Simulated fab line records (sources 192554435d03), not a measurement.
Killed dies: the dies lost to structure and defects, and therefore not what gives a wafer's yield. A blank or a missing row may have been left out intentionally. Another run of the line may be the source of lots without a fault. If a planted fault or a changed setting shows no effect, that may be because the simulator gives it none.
fab line records    flow n5-finfet
[record] lots = 12  wafers = 36  last-day = 20
route steps=1938 shown BEOL_M6@1249 PASSIVATION@1936
lots with no fault: from the same line, run without faults
start-h: start of the lot's first displayed wafer, in hours after the record's first day    wait-h: hours from the lot's prior step to this one    " repeats the value in the row above    L1.1+2: a single row standing in for several wafers    - value missing, or start not given    * or withheld: withheld    < > ~ a bound
route shown NAME@n: NAME is a module with steps in the file, n the number in the route of the first one    usual: average and standard deviation across the fault-free wafers    same: alike in all rows    chamber/n: place in a boat    sites: each site's reading    _std_site: how widely they spread, as a standard deviation    _edge_site: mean of outer sites minus mean of inner sites    radius-mm: for every site, how far away it sits from the centre of the wafer    mask NAME#n: copy n    behind: the most recent tool/chamber to have shaped the wafer    hold: what put the lot on hold/how long, in hours/how the hold closed    device: which transistor (n, p or np) failed to switch    end of line: the tests these same wafers got at the end of their route    a step with no rows: only its recipe    killed: dies lost to structure and defects at the first sort, not the wafer's yield    map: the dies of a wafer, with x for killed, . for not killed, _ for no die there
set.NAME: the setting the step ran with; set.NAME@STEP: the setting that earlier step ran with    model.NAME: the simulator's own value behind a step, which no gauge read
one table for each step of the route and one row for each wafer, over a sample of lots
services: when a tool's chamber went out of use (start-h, in hours from the record's first day, below 0 if earlier), for how many hours, and the reason
[[steps]]
[step N5_BEOL_M6_DEGAS_44]
[recipe] ambient = vacuum  temp-c = 250  time-s = 60
[usual] heater-power-w = 336/45
[same] time-s = 60
lot.wafer  tool            chamber  start-h  wait-h  heater-power-w
L843.3     pvd-sputter-03  -        230.82   3.2     281
L843.4     "               -        "        "       314
L843.5     "               -        "        "       321
L845.1     pvd-sputter-02  -        239.65   2.2     421
L845.3     "               -        "        "       302
L845.5     "               -        "        "       328
L841.2     pvd-sputter-03  -        246.03   0.3     317
L841.3     "               -        "        "       337
L841.4     "               -        "        "       422
L848.2     pvd-sputter-03  -        275.14   0.2     278
L848.3     "               -        "        "       312
L848.5     "               -        "        "       427
L852.1     pvd-sputter-02  -        304.51   0.3     302
L852.3     "               -        "        "       429
L852.6     "               -        "        "       357
L854.3     pvd-sputter-03  -        308.62   0.3     325
L854.4     "               -        "        "       346
L854.5     "               -        "        "       424
L855.3     pvd-sputter-01  -        325.34   0.4     329
L855.5     "               -        "        "       347
L855.6     "               -        "        "       295
L857.1     pvd-sputter-01  -        336.00   0.4     313
L857.2     "               -        "        "       295
L857.6     "               -        "        "       314
L859.1     pvd-sputter-03  -        343.00   0.8     333
L859.3     "               -        "        "       315
L859.6     "               -        "        "       339
L860.3     pvd-sputter-03  -        346.26   0.8     427
L860.5     "               -        "        "       342
L860.6     "               -        "        "       318
L862.1     pvd-sputter-01  -        372.33   0.7     285
L862.2     "               -        "        "       322
L862.3     "               -        "        "       353
L864.3     pvd-sputter-01  -        399.16   0.2     287
L864.5     "               -        "        "       293
L864.6     "               -        "        "       311
[step N5_BEOL_M6_SPUTTER_48]
[recipe] material = Cu  target-thk-a = 100  temp-c = -20  bias-v = 60  power-w = 26000  chamber-pressure-pa = 0.13  time-s = 1.667
[usual] bias-v = 60.0/0.58  cathode-dc-power-W = 26000/4.9  throttle-valve-pct = 29.8/0.99
[same] time-s = 1.667
lot.wafer  tool            chamber  start-h  wait-h  bias-v  cathode-dc-power-W  throttle-valve-pct
L843.3     pvd-sputter-01  -        231.84   0.2     59.3    25993               28.8
L843.4     "               -        "        "       59.4    25997               31.4
L843.5     "               -        "        "       59.7    26000               31.7
L845.1     pvd-sputter-01  -        240.24   0.1     60.2    26007               31.5
L845.3     "               -        "        "       59.7    26002               28.9
L845.5     "               -        "        "       60.3    25997               31.5
L841.2     pvd-sputter-01  -        248.18   1.2     60.0    26011               28.9
L841.3     "               -        "        "       60.1    26002               28.4
L841.4     "               -        "        "       59.7    25999               31.4
L848.2     pvd-sputter-03  -        275.86   0.1     60.3    25999               30.0
L848.3     "               -        "        "       60.3    25999               29.3
L848.5     "               -        "        "       59.4    25992               29.8
L852.1     pvd-sputter-03  -        305.16   0.1     60.5    28210               29.7
L852.3     "               -        "        "       58.9    28198               29.2
L852.6     "               -        "        "       60.4    28205               30.1
L854.3     pvd-sputter-03  -        311.16   0.2     60.0    28205               29.2
L854.4     "               -        "        "       59.9    28210               29.9
L854.5     "               -        "        "       59.8    28210               30.1
L855.3     pvd-sputter-02  -        326.36   0.2     60.6    25990               28.5
L855.5     "               -        "        "       58.8    26001               29.6
L855.6     "               -        "        "       60.5    26006               29.3
L857.1     pvd-sputter-01  -        336.61   0.1     59.3    26006               28.7
L857.2     "               -        "        "       59.5    25997               31.7
L857.6     "               -        "        "       60.3    25996               30.0
L859.1     pvd-sputter-02  -        343.98   0.2     61.0    26001               29.5
L859.3     "               -        "        "       60.2    25994               29.6
L859.6     "               -        "        "       59.5    25998               29.4
L860.3     pvd-sputter-01  -        347.01   0.2     59.2    25992               28.9
L860.5     "               -        "        "       59.2    26003               28.5
L860.6     "               -        "        "       59.2    26000               28.7
L862.1     pvd-sputter-02  -        373.10   0.1     59.7    26000               29.5
L862.2     "               -        "        "       59.2    25996               30.1
L862.3     "               -        "        "       60.8    26003               28.2
L864.3     pvd-sputter-01  -        399.75   0.1     60.2    25992               29.8
L864.5     "               -        "        "       61.4    25998               28.4
L864.6     "               -        "        "       60.2    25995               28.6
[step N5_BEOL_M6_DEP_56]
[recipe] material = SiCN  target-thk-a = 100  temp-c = withheld  precursor = 3MS/NH3  pressure-torr = 3  rf-w = 202  time-s = 17.5
[usual] rf-fwd-power-W = 199.5/0.97  showerhead-plenum-p-Torr = 3.659/0.018  throttle-valve-pct = 9.0/0.39
[same] time-s = 17.5
lot.wafer  tool      chamber  start-h  wait-h  rf-fwd-power-W  showerhead-plenum-p-Torr  throttle-valve-pct
L843.3     pecvd-01  0        232.85   0.0     198.6           3.670                     9.5
L843.4     "         2        "        "       199.7           3.643                     8.3
L843.5     "         1        "        "       200.4           3.631                     8.2
L845.1     pecvd-04  2        241.28   0.0     199.8           3.651                     8.4
L845.3     "         0        "        "       198.6           3.663                     9.5
L845.5     "         2        "        "       199.4           3.656                     8.5
L841.2     pecvd-02  0        249.12   0.0     200.7           3.677                     9.2
L841.3     "         2        "        "       198.4           3.625                     9.3
L841.4     "         1        "        "       199.6           3.685                     9.1
L848.2     pecvd-01  2        277.40   0.0     198.9           3.642                     9.0
L848.3     "         0        "        "       198.9           3.658                     9.7
L848.5     "         1        "        "       201.0           3.633                     8.9
L852.1     pecvd-04  0        306.20   0.0     199.1           3.674                     9.4
L852.3     "         2        "        "       200.4           3.648                     8.7
L852.6     "         2        "        "       199.2           3.646                     8.6
L854.3     pecvd-04  2        312.03   0.0     200.8           3.654                     8.5
L854.4     "         2        "        "       200.0           3.651                     8.7
L854.5     "         0        "        "       198.6           3.660                     9.5
L855.3     pecvd-01  2        327.22   0.0     199.4           3.647                     8.9
L855.5     "         1        "        "       200.3           3.629                     8.4
L855.6     "         2        "        "       199.6           3.649                     8.5
L857.1     pecvd-02  2        337.86   0.0     198.7           3.632                     9.1
L857.2     "         1        "        "       198.9           3.680                     9.1
L857.6     "         1        "        "       199.9           3.682                     9.2
L859.1     pecvd-01  2        344.96   0.0     199.2           3.644                     9.2
L859.3     "         1        "        "       200.5           3.632                     8.5
L859.6     "         0        "        "       198.9           3.663                     9.4
L860.3     pecvd-02  2        347.88   0.0     197.1           3.634                     9.2
L860.5     "         2        "        "       198.4           3.641                     9.2
L860.6     "         1        "        "       199.9           3.681                     8.9
L862.1     pecvd-01  0        373.98   0.0     199.6           3.670                     9.7
L862.2     "         1        "        "       201.5           3.626                     8.5
L862.3     "         2        "        "       199.4           3.652                     8.9
L864.3     pecvd-04  0        401.24   0.0     198.6           3.664                     8.7
L864.5     "         0        "        "       199.3           3.662                     8.4
L864.6     "         2        "        "       199.2           3.661                     8.5
[step N5_BEOL_M6_RS_MEAS_57]
[recipe] thk-meas-gauge = four-point-probe  reads = Cu_of_BEOL_M6_ECD_50+Co_of_BEOL_M6_CVD_78+TaN_of_BEOL_M6_ALD_77
[usual] M6_RS = 0.284/0.0085
lot.wafer  tool           chamber  start-h  wait-h  M6_RS[ohm/sq]
L843.3     film-metro-02  -        232.92   0.1     0.284
L843.4     "              -        "        "       0.274
L843.5     "              -        "        "       0.297
L845.1     film-metro-01  -        241.35   0.1     0.287
L845.3     "              -        "        "       0.272
L845.5     "              -        "        "       0.266
L841.2     film-metro-01  -        249.21   0.1     0.276
L841.3     "              -        "        "       0.289
L841.4     "              -        "        "       0.305
L848.2     film-metro-01  -        277.47   0.1     0.289
L848.3     "              -        "        "       0.283
L848.5     "              -        "        "       0.274
L852.1     film-metro-02  -        306.27   0.1     0.286
L852.3     "              -        "        "       0.285
L852.6     "              -        "        "       0.284
L854.3     film-metro-02  -        312.10   0.1     0.282
L854.4     "              -        "        "       0.284
L854.5     "              -        "        "       0.277
L855.3     film-metro-01  -        327.29   0.1     0.282
L855.5     "              -        "        "       0.266
L855.6     "              -        "        "       0.286
L857.1     film-metro-02  -        337.93   0.1     0.281
L857.2     "              -        "        "       0.273
L857.6     "              -        "        "       0.283
L859.1     film-metro-02  -        345.03   0.1     0.279
L859.3     "              -        "        "       0.291
L859.6     "              -        "        "       0.286
L860.3     film-metro-01  -        347.95   0.1     0.285
L860.5     "              -        "        "       0.283
L860.6     "              -        "        "       0.276
L862.1     film-metro-01  -        374.05   0.1     0.278
L862.2     "              -        "        "       0.268
L862.3     "              -        "        "       0.283
L864.3     film-metro-01  -        401.31   0.1     0.278
L864.5     "              -        "        "       0.282
L864.6     "              -        "        "       0.280
[step N5_PASSIVATION_PROBE_49]
[usual] defect-limited-yield = 91.4/1.2  killed_at_M0_to_M3 = 35/11  killed_at_M4_up = 14/6  killed-at-contacts = 12/6.7  killed-at-front-end = 37/9.7  killed-at-other = 3.5/2.5  killed-dies = 102/15  killed-open = 67/12  killed-short = 33/7.3  sort_bin_5_function = 5.1/0.81  sort_bin_6_memory = 3.2/0.65  sort_bin_8_speed = 0.00/0.021  sort-n-pass = 1078/15  sort-yield-pct = 91.4/1.2
[same] gross-dies = 1180  killed-at-back-side = 0  sort_bin_4_leakage[%] = 0
lot.wafer  tool       chamber  start-h  wait-h  defect-limited-yield[%]  killed_at_M0_to_M3  killed_at_M4_up  killed-at-contacts  killed-at-front-end  killed-at-other  killed-dies  killed-open  killed-short  sort_bin_5_function[%]  sort_bin_6_memory[%]  sort_bin_8_speed[%]  sort-n-pass  sort-yield-pct[%]
L855.3     prober-02  -        408.47   0.1     91.0                     36                  13               15                  40                   2                106          66           40            5.3                     3.1                   0                    1074         91.0
L855.5     prober-02  -        408.57   0.2     92.5                     27                  15               10                  36                   1                89           58           31            3.8                     3.1                   0                    1091         92.5
L855.6     prober-02  -        408.62   0.3     91.7                     40                  18               8                   29                   3                98           62           35            4.8                     3.1                   0                    1082         91.7
// killed by level:class
L855.3 MOL_CONTACT_COAG:geometric-particle:open=15 FIN_SAQP:geometric-particle:short=10 FIN_SAQP:geometric-particle:open=9 GATE_CUT:geometric-particle:short=9 BEOL_M3:geometric-particle:open=8 BEOL_M2:geometric-particle:open=8 BEOL_M0_SAQP:geometric-particle:short=6 BEOL_M4:geometric-particle:open=6
L855.5 FIN_SAQP:geometric-particle:open=9 BEOL_M0_SAQP:geometric-particle:short=8 BEOL_M4:geometric-particle:open=8 MOL_CONTACT_COAG:geometric-particle:open=7 BEOL_M1:geometric-particle:open=7 GATE_CUT:geometric-particle:short=5 BEOL_M3:geometric-particle:open=5 STARTING-WAFER:geometric-particle:short=5
L855.6 BEOL_M1:geometric-particle:open=12 FIN_SAQP:geometric-particle:open=8 BEOL_M0_SAQP:geometric-particle:open=7 FIN_SAQP:geometric-particle:short=6 MOL_CONTACT_COAG:geometric-particle:open=6 BEOL_M4:geometric-particle:open=6 BEOL_M3:geometric-particle:open=5 BEOL_M2:geometric-particle:open=5
[[services]]
tool            chamber  start-h  hours  kind
pecvd-01        -        236.93   14.6   pm
pecvd-04        2        238.07   2.1    scheduled-down
pecvd-02        0        241.45   3.9    repair
pecvd-01        -        266.95   2.8    pm
pecvd-01        1        278.52   4.2    repair
pecvd-01        2        284.94   19.7   repair
pecvd-04        -        296.71   4.4    repair
pecvd-02        1        314.06   5.5    scheduled-down
pecvd-04        0        336.82   -      clean
pecvd-04        0        336.82   29.5   scheduled-down
pecvd-04        0        336.82   29.5   vent-cycle
pecvd-02        0        355.07   39.7   repair
pecvd-02        1        366.88   2.1    scheduled-down
pvd-sputter-01  -        376.86   2.8    repair
pecvd-02        1        394.72   -      clean
pecvd-02        1        394.72   -      consumable-replace:showerhead
pecvd-02        1        394.72   29.0   scheduled-down
pecvd-02        1        394.72   29.0   vent-cycle
pecvd-01        1        398.76   2.1    scheduled-down
[[key]]
[first-sign] step = N5_BEOL_M6_SPUTTER_48  reading = cathode-dc-power-W  direction = up  sigmas = 99+  usual = *  struck = *
effect none on later readings
met-at N5_BEOL_M6_SPUTTER_48
struck-lots L852,L854
not-acting-at N5_BEOL_M6_DEGAS_44,N5_BEOL_M6_DEP_56,N5_BEOL_M6_RS_MEAS_57
onset-between 275.86 305.16
[fault] kind = process-parameter-drift  tool = pvd-sputter-03  chamber = -  onset-h = 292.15  steps = N5_BEOL_M6_SPUTTER_48  channel = power-w  offset = *  shape = step  end-h = 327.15  acts-in = *  stated = *
